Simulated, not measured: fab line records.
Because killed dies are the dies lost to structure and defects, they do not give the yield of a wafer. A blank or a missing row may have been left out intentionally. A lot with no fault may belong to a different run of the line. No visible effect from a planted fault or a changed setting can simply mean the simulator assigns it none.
Matching of chambers || flow n5_finfet || 4 sister chambers for N5_BEOL_M12_ETCH_67 on rie_diel-01
The step etches SiARC in CF4, target depth 143 nm, time 238.3 s. 20 wafers are shown with their chamber, then 10 later ones without.

WAFERS, EACH WITH ITS CHAMBER
{"wafer": "L075.3", "chamber": 0, "showerhead_plenum_p_Torr (Torr)": 2.19, "drypump_motor_current_A (A)": 6.2, "etch_rf_on_time_s (s)": 228}
{"wafer": "L075.5", "chamber": 1, "showerhead_plenum_p_Torr (Torr)": 2.23, "drypump_motor_current_A (A)": 5.8, "etch_rf_on_time_s (s)": 249}
{"wafer": "L075.6", "chamber": 2, "showerhead_plenum_p_Torr (Torr)": 2.10, "drypump_motor_current_A (A)": 5.1, "etch_rf_on_time_s (s)": 239}
{"wafer": "L078.1", "chamber": 1, "showerhead_plenum_p_Torr (Torr)": 2.23, "drypump_motor_current_A (A)": 5.8, "etch_rf_on_time_s (s)": 245}
{"wafer": "L078.3", "chamber": 0, "showerhead_plenum_p_Torr (Torr)": 2.19, "drypump_motor_current_A (A)": 6.2, "etch_rf_on_time_s (s)": 226}
{"wafer": "L078.6", "chamber": 1, "showerhead_plenum_p_Torr (Torr)": 2.23, "drypump_motor_current_A (A)": 5.8, "etch_rf_on_time_s (s)": 245}
{"wafer": "L076.1", "chamber": 2, "showerhead_plenum_p_Torr (Torr)": 2.10, "drypump_motor_current_A (A)": 5.1, "etch_rf_on_time_s (s)": 239}
{"wafer": "L076.4", "chamber": 0, "showerhead_plenum_p_Torr (Torr)": 2.19, "drypump_motor_current_A (A)": 6.3, "etch_rf_on_time_s (s)": 231}
{"wafer": "L076.5", "chamber": 0, "showerhead_plenum_p_Torr (Torr)": 2.19, "drypump_motor_current_A (A)": 6.2, "etch_rf_on_time_s (s)": 229}
{"wafer": "L077.1", "chamber": 2, "showerhead_plenum_p_Torr (Torr)": 2.10, "drypump_motor_current_A (A)": 5.1, "etch_rf_on_time_s (s)": 239}
{"wafer": "L077.4", "chamber": 3, "showerhead_plenum_p_Torr (Torr)": 2.05, "drypump_motor_current_A (A)": 5.0, "etch_rf_on_time_s (s)": 244}
{"wafer": "L077.5", "chamber": 3, "showerhead_plenum_p_Torr (Torr)": 2.05, "drypump_motor_current_A (A)": 5.1, "etch_rf_on_time_s (s)": 244}
{"wafer": "L082.2", "chamber": 0, "showerhead_plenum_p_Torr (Torr)": 2.19, "drypump_motor_current_A (A)": 6.2, "etch_rf_on_time_s (s)": 231}
{"wafer": "L082.4", "chamber": 3, "showerhead_plenum_p_Torr (Torr)": 2.05, "drypump_motor_current_A (A)": 5.1, "etch_rf_on_time_s (s)": 244}
{"wafer": "L082.5", "chamber": 0, "showerhead_plenum_p_Torr (Torr)": 2.19, "drypump_motor_current_A (A)": 6.2, "etch_rf_on_time_s (s)": 231}
{"wafer": "L080.1", "chamber": 0, "showerhead_plenum_p_Torr (Torr)": 2.19, "drypump_motor_current_A (A)": 6.3, "etch_rf_on_time_s (s)": 230}
{"wafer": "L080.3", "chamber": 1, "showerhead_plenum_p_Torr (Torr)": 2.23, "drypump_motor_current_A (A)": 5.8, "etch_rf_on_time_s (s)": 249}
{"wafer": "L080.6", "chamber": 3, "showerhead_plenum_p_Torr (Torr)": 2.04, "drypump_motor_current_A (A)": 5.0, "etch_rf_on_time_s (s)": 246}
{"wafer": "L093.3", "chamber": 0, "showerhead_plenum_p_Torr (Torr)": 2.18, "drypump_motor_current_A (A)": 6.2, "etch_rf_on_time_s (s)": 233}
{"wafer": "L093.4", "chamber": 2, "showerhead_plenum_p_Torr (Torr)": 2.09, "drypump_motor_current_A (A)": 5.2, "etch_rf_on_time_s (s)": 234}

SIGNATURES (averages over the wafers above)
{"reading": "showerhead_plenum_p_Torr", "chamber 0": 2.1887, "chamber 1": 2.2300, "chamber 2": 2.0975, "chamber 3": 2.0475, "scatter within a chamber": 0.00385}
{"reading": "drypump_motor_current_A", "chamber 0": 6.225, "chamber 1": 5.800, "chamber 2": 5.125, "chamber 3": 5.050, "scatter within a chamber": 0.0451}
{"reading": "etch_rf_on_time_s", "chamber 0": 229.88, "chamber 1": 247.00, "chamber 2": 237.75, "chamber 3": 244.50, "scatter within a chamber": 2.1}
Rule: distance of a wafer from a chamber = root of the sum over the readings of ((wafer's reading minus chamber's mean) / reading's scatter) squared. The wafer belongs to the nearest chamber; if the next one is less than 2 further off, it can't be placed. The scatter is the square root of a quotient: the sum, over the shown wafers, of each reading's squared deviation from its chamber's mean, divided by wafers minus chambers.

WAFERS WITHOUT THEIR CHAMBER
{"wafer": "L093.6", "showerhead_plenum_p_Torr (Torr)": 2.09, "drypump_motor_current_A (A)": 5.1, "etch_rf_on_time_s (s)": 235}
{"wafer": "L090.1", "showerhead_plenum_p_Torr (Torr)": 2.04, "drypump_motor_current_A (A)": 5.0, "etch_rf_on_time_s (s)": 243}
{"wafer": "L090.3", "showerhead_plenum_p_Torr (Torr)": 2.09, "drypump_motor_current_A (A)": 5.1, "etch_rf_on_time_s (s)": 232}
{"wafer": "L090.5", "showerhead_plenum_p_Torr (Torr)": 2.04, "drypump_motor_current_A (A)": 5.0, "etch_rf_on_time_s (s)": 245}
{"wafer": "L096.2", "showerhead_plenum_p_Torr (Torr)": 2.04, "drypump_motor_current_A (A)": 5.0, "etch_rf_on_time_s (s)": 244}
{"wafer": "L096.3", "showerhead_plenum_p_Torr (Torr)": 2.09, "drypump_motor_current_A (A)": 5.1, "etch_rf_on_time_s (s)": 234}
{"wafer": "L096.4", "showerhead_plenum_p_Torr (Torr)": 2.22, "drypump_motor_current_A (A)": 5.8, "etch_rf_on_time_s (s)": 250}
{"wafer": "L097.1", "showerhead_plenum_p_Torr (Torr)": 2.17, "drypump_motor_current_A (A)": 6.2, "etch_rf_on_time_s (s)": 233}
{"wafer": "L097.4", "showerhead_plenum_p_Torr (Torr)": 2.22, "drypump_motor_current_A (A)": 5.8, "etch_rf_on_time_s (s)": 251}
{"wafer": "L097.6", "showerhead_plenum_p_Torr (Torr)": 2.18, "drypump_motor_current_A (A)": 6.2, "etch_rf_on_time_s (s)": 231}

WHICH CHAMBER EACH WENT THROUGH
{"wafer": "L093.6", "from the rows above": 2, "in truth": 2}
{"wafer": "L090.1", "from the rows above": 3, "in truth": 3}
{"wafer": "L090.3", "from the rows above": 2, "in truth": 2}
{"wafer": "L090.5", "from the rows above": 3, "in truth": 3}
{"wafer": "L096.2", "from the rows above": 3, "in truth": 3}
{"wafer": "L096.3", "from the rows above": 2, "in truth": 2}
{"wafer": "L096.4", "from the rows above": 1, "in truth": 1}
{"wafer": "L097.1", "from the rows above": 0, "in truth": 0}
{"wafer": "L097.4", "from the rows above": 1, "in truth": 1}
{"wafer": "L097.6", "from the rows above": 0, "in truth": 0}
Correctly placed: 10 of 10. Left unplaced by these rows: 0. Placed wrongly: 0.
